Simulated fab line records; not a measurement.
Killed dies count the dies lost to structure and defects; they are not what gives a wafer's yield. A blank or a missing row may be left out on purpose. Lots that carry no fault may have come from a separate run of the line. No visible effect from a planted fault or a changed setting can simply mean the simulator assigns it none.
fab line records | flow nandHarc | part 1 of 2: steps 1 to 25 of 31
[record] lots = 5 | wafers = 15 | lastDay = 32
route steps=1302 shown A_ONON_D2@561 A_CHANNEL_HOLE_D2@570
lots with no fault: from the same line, run without faults
startH: hours from the record's first day to the start of the lot's first wafer shown | waitH: hours since the lot's step before | " as in the row above | L1.1+2: one row covering several wafers at once | - no value, or no start given | * or withheld: withheld | < > ~ a bound
route shown NAME@n: names a module that has steps shown in the file, with the first one's number in the route | usual: mean and standard deviation over wafers with no fault | same: alike in all rows | chamber/n: place in a boat | sites: readings site by site | _std_site: the values' standard deviation | _edge_site: outer sites' mean less inner sites' | radiusMm: how far each site lies from the wafer's centre | mask NAME#n: copy n | behind: the tool/chamber that last shaped the wafer | hold: cause of the lot's hold/its duration in hours/its outcome | device: the n, p or np transistor that did not switch | end of line: at the end of the route, the tests of the same wafers | where a step has no rows: the recipe by itself | killed: count of dies lost to structure and defects at first sort (not the wafer's yield) | map: shows each die of a wafer: x if killed, . if not, _ if none is there
set.NAME: setting as actually run; set.NAME@STEP: the setting as run at that earlier step | model.NAME: the simulator's own value behind a step, which no gauge read
lots at some steps of the route; a table a step, a row a wafer
services: the hour from which a tool's chamber was out of use, counted from the record's first day as startH (under 0 if before that day), plus the number of hours and why
[[steps]]
[step NHARC_A_ONON_D2_THK_MEAS_24]
[recipe] thkMeasGauge = ellipsometry
[usual] thkNm = 1000/11
lot.wafer | tool         | chamber | startH | waitH | thkNm
L075.2    | filmMetro-01 | -       | 289.88 | -     | 1021
L075.3    | "            | -       | "      | "     | 1023
L075.4    | "            | -       | "      | "     | 1022
L079.3    | filmMetro-01 | -       | 341.33 | -     | 1018
L079.4    | "            | -       | "      | "     | 1015
L079.5    | "            | -       | "      | "     | 1017
L089.4    | filmMetro-01 | -       | 427.88 | -     | 999
L089.5    | "            | -       | "      | "     | 999
L089.6    | "            | -       | "      | "     | 998
L088.1    | filmMetro-01 | -       | 427.90 | -     | 1015
L088.2    | "            | -       | "      | "     | 1015
L088.5    | "            | -       | "      | "     | 1014
L092.1    | filmMetro-02 | -       | 468.03 | -     | 1004
L092.3    | "            | -       | "      | "     | 1004
L092.5    | "            | -       | "      | "     | 1005
[step NHARC_A_ONON_D2_DEP_25]
[recipe] targetThkA = 10000 | n2FlowSccm = 2750 | n2oFlowSccm = 2000 | nh3FlowSccm = 500 | sih4FlowSccm = 210 | tempC = 400
lot.wafer  | tool         | chamber | startH | waitH
L075.2+3+4 | pecvdOnon-04 | 0       | 290.00 | 0.1
L079.3+4+5 | pecvdOnon-02 | 0       | 341.50 | 0.2
L088.1+2+5 | pecvdOnon-01 | 0       | 427.95 | 0.1
L089.4+5+6 | pecvdOnon-04 | 0       | 428.11 | 0.2
L092.1+3+5 | pecvdOnon-04 | 0       | 468.08 | 0.1
[step NHARC_A_ONON_D2_THK_MEAS_27]
[recipe] thkMeasGauge = ellipsometry
[usual] thkNm = 999/13
lot.wafer | tool         | chamber | startH | waitH | thkNm
L075.2    | filmMetro-01 | -       | 290.45 | -     | 995
L075.3    | "            | -       | "      | "     | 996
L075.4    | "            | -       | "      | "     | 994
L079.3    | filmMetro-01 | -       | 341.90 | -     | 981
L079.4    | "            | -       | "      | "     | 982
L079.5    | "            | -       | "      | "     | 984
L089.4    | filmMetro-02 | -       | 428.45 | -     | 1021
L089.5    | "            | -       | "      | "     | 1022
L089.6    | "            | -       | "      | "     | 1021
L088.1    | filmMetro-02 | -       | 428.46 | -     | 999
L088.2    | "            | -       | "      | "     | 997
L088.5    | "            | -       | "      | "     | 994
L092.1    | filmMetro-01 | -       | 468.60 | -     | 1023
L092.3    | "            | -       | "      | "     | 1023
L092.5    | "            | -       | "      | "     | 1024
[step NHARC_A_ONON_D2_DEP_28]
[recipe] targetThkA = 10000 | n2FlowSccm = 2750 | n2oFlowSccm = 2000 | nh3FlowSccm = 500 | sih4FlowSccm = 210 | tempC = 400
lot.wafer  | tool         | chamber | startH | waitH
L075.2+3+4 | pecvdOnon-04 | 0       | 290.57 | 0.1
L079.3+4+5 | pecvdOnon-04 | 0       | 342.07 | 0.2
L088.1+2+5 | pecvdOnon-04 | 0       | 428.52 | 0.1
L089.4+5+6 | pecvdOnon-02 | 0       | 428.67 | 0.2
L092.1+3+5 | pecvdOnon-01 | 0       | 468.65 | 0.1
[step NHARC_A_ONON_D2_THK_MEAS_30]
[recipe] thkMeasGauge = ellipsometry
[usual] thkNm = 999/8.5
lot.wafer | tool         | chamber | startH | waitH | thkNm
L075.2    | filmMetro-02 | -       | 291.03 | -     | 1013
L075.3    | "            | -       | "      | "     | 1011
L075.4    | "            | -       | "      | "     | 1011
L079.3    | filmMetro-02 | -       | 342.46 | -     | 981
L079.4    | "            | -       | "      | "     | 980
L079.5    | "            | -       | "      | "     | 981
L089.4    | filmMetro-02 | -       | 429.01 | -     | 994
L089.5    | "            | -       | "      | "     | 995
L089.6    | "            | -       | "      | "     | 994
L088.1    | filmMetro-02 | -       | 429.03 | -     | 1000
L088.2    | "            | -       | "      | "     | 998
L088.5    | "            | -       | "      | "     | 997
L092.1    | filmMetro-02 | -       | 469.17 | -     | 993
L092.3    | "            | -       | "      | "     | 993
L092.5    | "            | -       | "      | "     | 994
[step NHARC_A_ONON_D2_DEP_33]
[recipe] targetThkA = 2000 | tempC = 400 | pressureTorr = 6.5 | rfW = 900 | teosFlowSccm = 161.4 | flowSccm = 2650 | targetThkNm = 200 | gas = O2 | material = SiO2
[usual] heaterPowerW = 583/100 | throttleValvePct = 15.9/0.77
lot.wafer | tool     | chamber | startH | waitH | heaterPowerW | sinceWetCleanH | throttleValvePct
L075.3    | pecvd-02 | 0       | 291.13 | 0.1   | 375          | 51             | 16.0
L075.2    | "        | 1       | "      | "     | 602          | 51             | 16.2
L075.4    | "        | 2       | "      | "     | 611          | -              | 15.4
L079.3    | pecvd-02 | 1       | 342.56 | 0.1   | 644          | 102            | 16.6
L079.5    | "        | 0       | "      | "     | 367          | -              | 16.0
L079.4    | "        | 2       | "      | "     | 686          | -              | 15.5
L088.2    | pecvd-03 | 2       | 429.09 | 0.1   | 500          | 49             | 15.9
L088.1    | "        | 0       | "      | "     | 609          | 49             | 14.2
L088.5    | "        | 0       | "      | "     | 623          | -              | 14.4
L089.4    | pecvd-01 | 2       | 429.20 | 0.2   | 683          | -              | 15.6
L089.5    | "        | 0       | "      | "     | 657          | -              | 15.7
L089.6    | "        | 1       | "      | "     | 552          | -              | 15.7
L092.1    | pecvd-02 | 0       | 469.27 | 0.1   | 403          | 48             | 16.1
L092.3    | "        | 1       | "      | "     | 697          | 48             | 16.1
L092.5    | "        | 1       | "      | "     | 685          | -              | 16.1
[step NHARC_A_ONON_D2_THK_MEAS_34]
[recipe] thkMeasGauge = ellipsometry
[usual] thkNm = 201/3.2
lot.wafer | tool         | chamber | startH | waitH | thkNm
L075.2    | filmMetro-01 | -       | 291.50 | -     | 195
L075.3    | "            | -       | "      | "     | 202
L075.4    | "            | -       | "      | "     | 203
L079.3    | filmMetro-01 | -       | 342.93 | -     | 201
L079.4    | "            | -       | "      | "     | 199
L079.5    | "            | -       | "      | "     | 208
L089.4    | filmMetro-01 | -       | 429.48 | -     | 205
L089.5    | "            | -       | "      | "     | 199
L089.6    | "            | -       | "      | "     | 198
L088.1    | filmMetro-02 | -       | 429.50 | -     | 199
L088.2    | "            | -       | "      | "     | 200
L088.5    | "            | -       | "      | "     | 201
L092.1    | filmMetro-02 | -       | 469.64 | -     | 201
L092.3    | "            | -       | "      | "     | 199
L092.5    | "            | -       | "      | "     | 204
[step NHARC_A_ONON_D2_INSPECT_32]
[usual] rawDefectCount = 363/140
lot.wafer | tool             | chamber | startH | waitH | rawDefectCount
L075.2    | defectInspect-01 | -       | 291.58 | 0.0   | 366
L075.3    | "                | -       | "      | "     | 385
L075.4    | "                | -       | "      | "     | 435
L079.3    | defectInspect-01 | -       | 343.01 | 0.0   | 303
L079.4    | "                | -       | "      | "     | 267
L079.5    | "                | -       | "      | "     | 508
L089.4    | defectInspect-01 | -       | 429.54 | 0.0   | 311
L089.5    | "                | -       | "      | "     | 431
L089.6    | "                | -       | "      | "     | 253
L088.1    | defectInspect-02 | -       | 429.59 | 0.0   | 205
L088.2    | "                | -       | "      | "     | 692
L088.5    | "                | -       | "      | "     | 234
L092.1    | defectInspect-02 | -       | 469.70 | 0.0   | 274
L092.3    | "                | -       | "      | "     | 458
L092.5    | "                | -       | "      | "     | 388
[step NHARC_A_CHANNEL_HOLE_D2_DEP_00]
[recipe] targetThkA = 31000 | tempC = 400 | material = aC
[usual] throttleValvePct = 34.999/0.0089
lot.wafer | tool      | chamber | startH | waitH | throttleValvePct
L075.2    | aclDep-01 | 0       | 291.97 | 0.4   | 35.030
L075.3    | "         | 0       | "      | "     | 35.005
L075.4    | "         | 0       | "      | "     | 35.005
L079.3    | aclDep-01 | 0       | 344.19 | 1.2   | 35.016
L079.4    | "         | 0       | "      | "     | 35.004
L079.5    | "         | 0       | "      | "     | 34.997
L088.1    | aclDep-03 | 0       | 434.31 | 4.7   | 35.000
L088.2    | "         | 0       | "      | "     | 35.007
L088.5    | "         | 0       | "      | "     | 35.005
L089.4    | aclDep-01 | 0       | 434.56 | 5.0   | 35.002
L089.5    | "         | 0       | "      | "     | 34.999
L089.6    | "         | 0       | "      | "     | 35.005
L092.1    | aclDep-01 | 0       | 472.83 | 3.1   | 34.990
L092.3    | "         | 0       | "      | "     | 35.003
L092.5    | "         | 0       | "      | "     | 34.981
[step NHARC_A_CHANNEL_HOLE_D2_DEP_01]
[recipe] targetThkA = 1400 | targetThkNm = 140 | tempC = 400 | pressureTorr = 3.5 | flowSccm = 200 | rfW = 350 | material = SiON
[usual] heaterPowerW = 748/91
lot.wafer | tool     | chamber | startH | waitH | heaterPowerW | sinceWetCleanH
L075.2    | pecvd-02 | 2       | 293.58 | 1.3   | 773          | 53
L075.3    | "        | 1       | "      | "     | 730          | 53
L075.4    | "        | 0       | "      | "     | 645          | -
L079.3    | pecvd-02 | 2       | 345.64 | 1.1   | 871          | 105
L079.5    | "        | 0       | "      | "     | 591          | -
L079.4    | "        | 1       | "      | "     | 802          | -
L089.6    | pecvd-02 | 1       | 435.63 | 0.1   | 858          | -
L089.5    | "        | 2       | "      | "     | 858          | -
L089.4    | "        | 0       | "      | "     | 661          | -
L088.2    | pecvd-04 | 0       | 436.20 | 1.3   | 663          | 154
L088.1    | "        | 2       | "      | "     | 714          | 154
L088.5    | "        | 0       | "      | "     | 676          | -
L092.1    | pecvd-03 | 2       | 474.72 | 1.6   | 706          | 95
L092.3    | "        | 1       | "      | "     | 881          | 95
L092.5    | "        | 2       | "      | "     | 731          | -
[step NHARC_A_CHANNEL_HOLE_D2_DEHYDRATE_02]
[recipe] tempC = 150 | timeS = 120
[usual] resistLineTempC = 22.99/0.11
lot.wafer | tool          | chamber | startH | waitH | resistLineTempC
L075.2    | lithoTrack-04 | 0       | 293.85 | 0.2   | 22.97
L075.3    | "             | 0       | "      | "     | 23.13
L075.4    | "             | 0       | "      | "     | 23.06
L079.3    | lithoTrack-06 | 0       | 345.85 | 0.2   | 22.99
L079.4    | "             | 0       | "      | "     | 22.98
L079.5    | "             | 0       | "      | "     | 23.21
L089.4    | lithoTrack-06 | 0       | 435.82 | 0.1   | 22.92
L089.5    | "             | 0       | "      | "     | 22.99
L089.6    | "             | 0       | "      | "     | 22.96
L088.1    | lithoTrack-06 | 0       | 436.48 | 0.2   | 22.98
L088.2    | "             | 0       | "      | "     | 22.94
L088.5    | "             | 0       | "      | "     | 22.93
L092.1    | lithoTrack-06 | 0       | 474.99 | 0.2   | 23.03
L092.3    | "             | 0       | "      | "     | 22.69
L092.5    | "             | 0       | "      | "     | 22.91
[step NHARC_A_CHANNEL_HOLE_D2_HMDS_03]
[recipe] timeS = 30
[usual] resistLineTempC = 22.98/0.11
lot.wafer | tool          | chamber | startH | waitH | resistLineTempC
L075.2    | lithoTrack-04 | 0       | -      | -     | 22.90
L075.3    | "             | 0       | "      | "     | 23.10
L075.4    | "             | 0       | "      | "     | 23.12
L079.3    | lithoTrack-06 | 0       | -      | -     | 22.98
L079.4    | "             | 0       | "      | "     | 22.95
L079.5    | "             | 0       | "      | "     | 23.01
L089.4    | lithoTrack-06 | 0       | -      | -     | 22.72
L089.5    | "             | 0       | "      | "     | 22.92
L089.6    | "             | 0       | "      | "     | 22.98
L088.1    | lithoTrack-06 | 0       | -      | -     | 23.02
L088.2    | "             | 0       | "      | "     | 22.96
L088.5    | "             | 0       | "      | "     | 23.00
L092.1    | lithoTrack-06 | 0       | -      | -     | 23.18
L092.3    | "             | 0       | "      | "     | 23.08
L092.5    | "             | 0       | "      | "     | 23.02
[step NHARC_A_CHANNEL_HOLE_D2_COAT_36]
[recipe] tempC = 260 | timeS = 75
[usual] resistLineTempC = 22.99/0.12
lot.wafer | tool          | chamber | startH | waitH | resistLineTempC
L075.2    | lithoTrack-04 | 0       | -      | -     | 23.12
L075.3    | "             | 0       | "      | "     | 23.12
L075.4    | "             | 0       | "      | "     | 23.25
L079.3    | lithoTrack-06 | 0       | -      | -     | 23.03
L079.4    | "             | 0       | "      | "     | 23.02
L079.5    | "             | 0       | "      | "     | 22.97
L089.4    | lithoTrack-06 | 0       | -      | -     | 23.00
L089.5    | "             | 0       | "      | "     | 23.02
L089.6    | "             | 0       | "      | "     | 23.10
L088.1    | lithoTrack-06 | 0       | -      | -     | 23.03
L088.2    | "             | 0       | "      | "     | 23.10
L088.5    | "             | 0       | "      | "     | 22.99
L092.1    | lithoTrack-06 | 0       | -      | -     | 22.82
L092.3    | "             | 0       | "      | "     | 22.91
L092.5    | "             | 0       | "      | "     | 22.94
[step NHARC_A_CHANNEL_HOLE_D2_COAT_37]
[recipe] tempC = 225 | timeS = 65
[usual] resistLineTempC = 23.00/0.11
lot.wafer | tool          | chamber | startH | waitH | resistLineTempC
L075.2    | lithoTrack-04 | 0       | -      | -     | 23.03
L075.3    | "             | 0       | "      | "     | 23.23
L075.4    | "             | 0       | "      | "     | 23.09
L079.3    | lithoTrack-06 | 0       | -      | -     | 22.73
L079.4    | "             | 0       | "      | "     | 22.86
L079.5    | "             | 0       | "      | "     | 22.74
L089.4    | lithoTrack-06 | 0       | -      | -     | 22.79
L089.5    | "             | 0       | "      | "     | 23.14
L089.6    | "             | 0       | "      | "     | 22.92
L088.1    | lithoTrack-06 | 0       | -      | -     | 23.18
L088.2    | "             | 0       | "      | "     | 22.89
L088.5    | "             | 0       | "      | "     | 22.92
L092.1    | lithoTrack-06 | 0       | -      | -     | 23.13
L092.3    | "             | 0       | "      | "     | 23.03
L092.5    | "             | 0       | "      | "     | 22.95
[step NHARC_A_CHANNEL_HOLE_D2_COAT_04]
[recipe] spinRpm = 1500 | resistThkNm = 90
[usual] resistLineTempC = 22.99/0.12 | spinSpeedRpm = 1499.9/0.89
lot.wafer | tool          | chamber | startH | waitH | resistLineTempC | spinSpeedRpm
L075.2    | lithoTrack-04 | 0       | -      | -     | 22.82           | 1501.0
L075.3    | "             | 0       | "      | "     | 22.93           | 1501.4
L075.4    | "             | 0       | "      | "     | 23.03           | 1500.9
L079.3    | lithoTrack-06 | 0       | -      | -     | 22.98           | 1499.7
L079.4    | "             | 0       | "      | "     | 22.74           | 1501.3
L079.5    | "             | 0       | "      | "     | 22.77           | 1501.4
L089.4    | lithoTrack-06 | 0       | -      | -     | 22.97           | 1500.1
L089.5    | "             | 0       | "      | "     | 23.00           | 1498.1
L089.6    | "             | 0       | "      | "     | 22.84           | 1499.2
L088.1    | lithoTrack-06 | 0       | -      | -     | 23.16           | 1500.0
L088.2    | "             | 0       | "      | "     | 23.10           | 1500.0
L088.5    | "             | 0       | "      | "     | 23.07           | 1500.4
L092.1    | lithoTrack-06 | 0       | -      | -     | 22.83           | 1501.1
L092.3    | "             | 0       | "      | "     | 22.84           | 1500.3
L092.5    | "             | 0       | "      | "     | 22.76           | 1499.4
[step NHARC_A_CHANNEL_HOLE_D2_SOFTBAKE_05]
[recipe] tempC = 105 | timeS = 55
[usual] resistLineTempC = 22.99/0.11
lot.wafer | tool          | chamber | startH | waitH | resistLineTempC
L075.2    | lithoTrack-04 | 0       | -      | -     | 22.95
L075.3    | "             | 0       | "      | "     | 22.99
L075.4    | "             | 0       | "      | "     | 22.93
L079.3    | lithoTrack-06 | 0       | -      | -     | 23.05
L079.4    | "             | 0       | "      | "     | 23.09
L079.5    | "             | 0       | "      | "     | 23.07
L089.4    | lithoTrack-06 | 0       | -      | -     | 23.09
L089.5    | "             | 0       | "      | "     | 23.12
L089.6    | "             | 0       | "      | "     | 23.14
L088.1    | lithoTrack-06 | 0       | -      | -     | 23.08
L088.2    | "             | 0       | "      | "     | 23.03
L088.5    | "             | 0       | "      | "     | 23.07
L092.1    | lithoTrack-06 | 0       | -      | -     | 22.81
L092.3    | "             | 0       | "      | "     | 22.91
L092.5    | "             | 0       | "      | "     | 23.04
[step NHARC_A_CHANNEL_HOLE_D2_EBR_06]
[usual] resistLineTempC = 22.99/0.11
lot.wafer | tool          | chamber | startH | waitH | resistLineTempC
L075.2    | lithoTrack-04 | 0       | -      | -     | 22.98
L075.3    | "             | 0       | "      | "     | 22.72
L075.4    | "             | 0       | "      | "     | 22.95
L079.3    | lithoTrack-06 | 0       | -      | -     | 22.91
L079.4    | "             | 0       | "      | "     | 23.08
L079.5    | "             | 0       | "      | "     | 22.93
L089.4    | lithoTrack-06 | 0       | -      | -     | 22.98
L089.5    | "             | 0       | "      | "     | 22.89
L089.6    | "             | 0       | "      | "     | 22.98
L088.1    | lithoTrack-06 | 0       | -      | -     | 23.18
L088.2    | "             | 0       | "      | "     | 23.11
L088.5    | "             | 0       | "      | "     | 23.14
L092.1    | lithoTrack-06 | 0       | -      | -     | 23.08
L092.3    | "             | 0       | "      | "     | 22.92
L092.5    | "             | 0       | "      | "     | 22.88
[step NHARC_A_CHANNEL_HOLE_D2_EXPOSE_07]
[recipe] na = 1.35 | targetCdNm = 100 | sigmaOuter = 0.3 | doseMj = 59.65 | maskId = HOLE_D2
lot.wafer  | tool           | chamber | startH | waitH | mask
L075.2+3+4 | arfiScanner-02 | 0       | 294.04 | -     | HOLE_D2#0
L079.3+4+5 | arfiScanner-01 | 0       | 346.17 | -     | HOLE_D2#0
L089.4+5+6 | arfiScanner-01 | 0       | 436.14 | -     | HOLE_D2#0
L088.1+2+5 | arfiScanner-03 | 0       | 436.79 | -     | HOLE_D2#0
L092.1+3+5 | arfiScanner-02 | 0       | 475.30 | -     | HOLE_D2#0
[step NHARC_A_CHANNEL_HOLE_D2_PEB_08]
[recipe] pebTempC = 100 | pebTimeS = 65
[usual] resistLineTempC = 23.02/0.11
lot.wafer | tool          | chamber | startH | waitH | resistLineTempC
L075.2    | lithoTrack-01 | 0       | 294.10 | 0.1   | 23.11
L075.3    | "             | 0       | "      | "     | 23.05
L075.4    | "             | 0       | "      | "     | 23.02
L079.3    | lithoTrack-06 | 0       | 346.23 | 0.0   | 22.93
L079.4    | "             | 0       | "      | "     | 23.04
L079.5    | "             | 0       | "      | "     | 23.04
L089.4    | lithoTrack-01 | 0       | 436.19 | 0.0   | 23.07
L089.5    | "             | 0       | "      | "     | 23.12
L089.6    | "             | 0       | "      | "     | 23.05
L088.1    | lithoTrack-04 | 0       | 436.85 | 0.1   | 23.16
L088.2    | "             | 0       | "      | "     | 23.01
L088.5    | "             | 0       | "      | "     | 23.01
L092.1    | lithoTrack-04 | 0       | 475.36 | 0.1   | 23.05
L092.3    | "             | 0       | "      | "     | 22.88
L092.5    | "             | 0       | "      | "     | 23.06
[step NHARC_A_CHANNEL_HOLE_D2_DEVELOP_09]
[recipe] developTimeS = 35 | devTempC = 23
[usual] developerTempC = 22.99/0.099 | resistLineTempC = 22.98/0.11
lot.wafer | tool          | chamber | startH | waitH | developerTempC | resistLineTempC
L075.2    | lithoTrack-01 | 0       | -      | -     | 22.83          | 22.92
L075.3    | "             | 0       | "      | "     | 22.81          | 22.84
L075.4    | "             | 0       | "      | "     | 23.04          | 23.01
L079.3    | lithoTrack-06 | 0       | -      | -     | 22.91          | 22.95
L079.4    | "             | 0       | "      | "     | 23.12          | 22.91
L079.5    | "             | 0       | "      | "     | 23.05          | 22.96
L089.4    | lithoTrack-01 | 0       | -      | -     | 22.95          | 22.98
L089.5    | "             | 0       | "      | "     | 22.84          | 22.96
L089.6    | "             | 0       | "      | "     | 22.97          | 22.96
L088.1    | lithoTrack-04 | 0       | -      | -     | 23.04          | 22.92
L088.2    | "             | 0       | "      | "     | 22.76          | 22.96
L088.5    | "             | 0       | "      | "     | 22.95          | 22.99
L092.1    | lithoTrack-04 | 0       | -      | -     | 23.04          | 22.78
L092.3    | "             | 0       | "      | "     | 23.01          | 22.71
L092.5    | "             | 0       | "      | "     | 23.03          | 22.88
[step NHARC_A_CHANNEL_HOLE_D2_CD_MEAS_10]
[recipe] targetCdNm = 100 | landingEnergyEv = 500
[usual] cdNm = 100.1/0.61
[same] landingEnergyEv = 500
lot.wafer | tool     | chamber | startH | waitH | cdNm
L075.2    | cdSem-01 | 0       | 294.18 | -     | 99.8
L075.3    | "        | 0       | "      | "     | 99.8
L075.4    | "        | 0       | "      | "     | 99.7
L079.3    | cdSem-03 | 0       | 346.31 | -     | 100.4
L079.4    | "        | 0       | "      | "     | 100.4
L079.5    | "        | 0       | "      | "     | 100.7
L089.4    | cdSem-03 | 0       | 436.27 | -     | 99.1
L089.5    | "        | 0       | "      | "     | 99.1
L089.6    | "        | 0       | "      | "     | 98.6
L088.1    | cdSem-02 | 0       | 436.93 | -     | 99.7
L088.2    | "        | 0       | "      | "     | 99.7
L088.5    | "        | 0       | "      | "     | 100.1
L092.1    | cdSem-02 | 0       | 475.44 | -     | 99.7
L092.3    | "        | 0       | "      | "     | 100.0
L092.5    | "        | 0       | "      | "     | 100.0
[step NHARC_A_CHANNEL_HOLE_D2_OVL_MEAS_11]
[usual] overlayXNm = -0.3/0.81 | overlayYNm = -0.1/0.87
lot.wafer | tool       | chamber | startH | waitH | overlayXNm | overlayYNm
L075.2    | overlay-01 | -       | 294.27 | -     | -1.0       | -0.2
L075.3    | "          | -       | "      | "     | -0.3       | -0.4
L075.4    | "          | -       | "      | "     | -0.3       | 0.5
L079.3    | overlay-02 | -       | 346.39 | -     | -0.7       | -1.8
L079.4    | "          | -       | "      | "     | -0.1       | -2.5
L079.5    | "          | -       | "      | "     | -0.3       | -1.9
L089.4    | overlay-02 | -       | 436.36 | -     | -0.9       | -0.9
L089.5    | "          | -       | "      | "     | -0.8       | -0.4
L089.6    | "          | -       | "      | "     | -0.5       | -0.3
L088.1    | overlay-02 | -       | 437.01 | -     | 0.1        | -0.2
L088.2    | "          | -       | "      | "     | 0.5        | -0.4
L088.5    | "          | -       | "      | "     | 0.6        | -0.8
L092.1    | overlay-02 | -       | 475.53 | -     | 0.7        | 0.7
L092.3    | "          | -       | "      | "     | 0.5        | 0.3
L092.5    | "          | -       | "      | "     | 1.4        | 0.4
[step NHARC_A_CHANNEL_HOLE_D2_INSPECT_12]
[usual] rawDefectCount = 32/22
lot.wafer | tool             | chamber | startH | waitH | rawDefectCount
L075.2    | defectInspect-02 | -       | 294.30 | 0.0   | 66
L075.3    | "                | -       | "      | "     | 70
L075.4    | "                | -       | "      | "     | 59
L079.3    | defectInspect-01 | -       | 346.43 | 0.0   | 46
L079.4    | "                | -       | "      | "     | 48
L079.5    | "                | -       | "      | "     | 63
L089.4    | defectInspect-02 | -       | 436.39 | 0.0   | 12
L089.5    | "                | -       | "      | "     | 16
L089.6    | "                | -       | "      | "     | 17
L088.1    | defectInspect-01 | -       | 437.05 | 0.0   | 45
L088.2    | "                | -       | "      | "     | 51
L088.5    | "                | -       | "      | "     | 64
L092.1    | defectInspect-02 | -       | 475.56 | 0.0   | 12
L092.3    | "                | -       | "      | "     | 27
L092.5    | "                | -       | "      | "     | 20
[step NHARC_A_CHANNEL_HOLE_D2_DESCUM_15]
[recipe] timeS = 3 | o2FlowSccm = 200 | arFlowSccm = 0 | biasPowerW = 0 | chemistry = O2
[usual] drypumpMotorCurrentA = 5.6/0.54 | oesProductAu = 1.004/0.01 | rfVppV = 58.0/0.9 | showerheadPlenumPTorr = 1.95/0.071 | throttleValvePct = 11.311/0.0096
lot.wafer | tool       | chamber | startH | waitH | drypumpMotorCurrentA | oesProductAu | rfHoursCounterH | rfVppV | showerheadPlenumPTorr | throttleValvePct
L075.3    | rieDiel-10 | 2       | 294.36 | 0.1   | 6.1                  | 1.001        | 2               | 57.7   | 1.92                  | 11.298
L075.2    | "          | 3       | "      | "     | 5.0                  | 0.995        | 3               | 58.1   | 2.00                  | 11.315
L075.4    | "          | 1       | "      | "     | 5.7                  | 0.989        | 3               | 57.3   | 2.00                  | 11.297
L079.3    | rieDiel-01 | 1       | 346.50 | 0.1   | 5.2                  | 1.019        | 6               | 59.7   | 2.05                  | 11.311
L079.4    | "          | 3       | "      | "     | 5.9                  | 1.006        | 5               | 57.4   | 1.80                  | 11.319
L079.5    | "          | 1       | "      | "     | 5.2                  | 1.025        | -               | 59.2   | 2.05                  | 11.285
L089.4    | rieDiel-01 | 1       | 436.47 | 0.1   | 5.3                  | 1.026        | 2               | 58.2   | 2.05                  | 11.332
L089.5    | "          | 3       | "      | "     | 5.9                  | 1.024        | -               | 56.5   | 1.80                  | 11.308
L089.6    | "          | 0       | "      | "     | 6.2                  | 0.999        | -               | 57.8   | 2.01                  | 11.325
L088.2    | rieDiel-10 | 2       | 437.11 | 0.1   | 6.0                  | 0.998        | 0               | 58.1   | 1.92                  | 11.303
L088.1    | "          | 3       | "      | "     | 5.0                  | 0.988        | 0               | 57.2   | 2.00                  | 11.311
L088.5    | "          | 3       | "      | "     | 5.0                  | 1.009        | -               | 57.8   | 2.00                  | 11.289
L092.3    | rieDiel-13 | 0       | 475.63 | 0.1   | 5.7                  | 1.005        | 11              | 57.8   | 1.90                  | 11.309
L092.1    | "          | 2       | "      | "     | 6.5                  | 1.005        | 12              | 56.3   | 2.01                  | 11.311
L092.5    | "          | 0       | "      | "     | 5.7                  | 1.010        | -               | 58.4   | 1.90                  | 11.294
[step NHARC_A_CHANNEL_HOLE_D2_ETCH_38]
[recipe] targetDepthA = 390 | overEtchFrac = 0.3 | timeS = 65 | ionEnergyEv = 80 | cf4FlowSccm = 150 | arFlowSccm = 0 | rfW = 300 | biasW = 100 | chemistry = CF4
[usual] drypumpMotorCurrentA = 5.6/0.53 | oesProductAu = 1.003/0.01 | rfVppV = 151.6/1.3 | showerheadPlenumPTorr = 1.80/0.062 | throttleValvePct = 13.284/0.0097
lot.wafer | tool       | chamber | startH | waitH | drypumpMotorCurrentA | oesProductAu | rfHoursCounterH | rfVppV | showerheadPlenumPTorr | throttleValvePct
L075.3    | rieDiel-10 | 1       | 294.46 | 0.1   | 5.7                  | 0.990        | 3               | 152.3  | 1.84                  | 13.294
L075.4    | "          | 2       | "      | "     | 6.1                  | 1.007        | 2               | 152.0  | 1.78                  | 13.273
L075.2    | "          | 3       | "      | "     | 5.0                  | 1.004        | 3               | 151.7  | 1.84                  | 13.271
L079.4    | rieDiel-01 | 2       | 346.57 | 0.1   | 5.9                  | 0.991        | 5               | 149.6  | 1.72                  | 13.277
L079.3    | "          | 1       | "      | "     | 5.2                  | 1.030        | 6               | 151.9  | 1.89                  | 13.305
L079.5    | "          | 2       | "      | "     | 5.9                  | 0.999        | -               | 151.1  | 1.72                  | 13.273
L089.4    | rieDiel-01 | 2       | 436.55 | 0.1   | 5.8                  | 0.980        | 2               | 150.8  | 1.72                  | 13.262
L089.6    | "          | 3       | "      | "     | 5.9                  | 1.021        | -               | 149.5  | 1.67                  | 13.291
L089.5    | "          | 0       | "      | "     | 6.2                  | 1.011        | -               | 151.6  | 1.85                  | 13.292
L088.1    | rieDiel-10 | 3       | 437.20 | 0.1   | 5.0                  | 1.000        | 0               | 150.5  | 1.84                  | 13.279
L088.2    | "          | 1       | "      | "     | 5.7                  | 0.993        | 0               | 154.1  | 1.84                  | 13.284
L088.5    | "          | 0       | "      | "     | 4.9                  | 1.014        | -               | 149.8  | 1.76                  | 13.289
L092.3    | rieDiel-13 | 3       | 475.71 | 0.1   | 6.2                  | 1.009        | 8               | 149.8  | 1.72                  | 13.289
L092.1    | "          | 0       | "      | "     | 5.7                  | 1.010        | 11              | 151.5  | 1.76                  | 13.304
L092.5    | "          | 0       | "      | "     | 5.7                  | 1.007        | -               | 151.7  | 1.76                  | 13.288
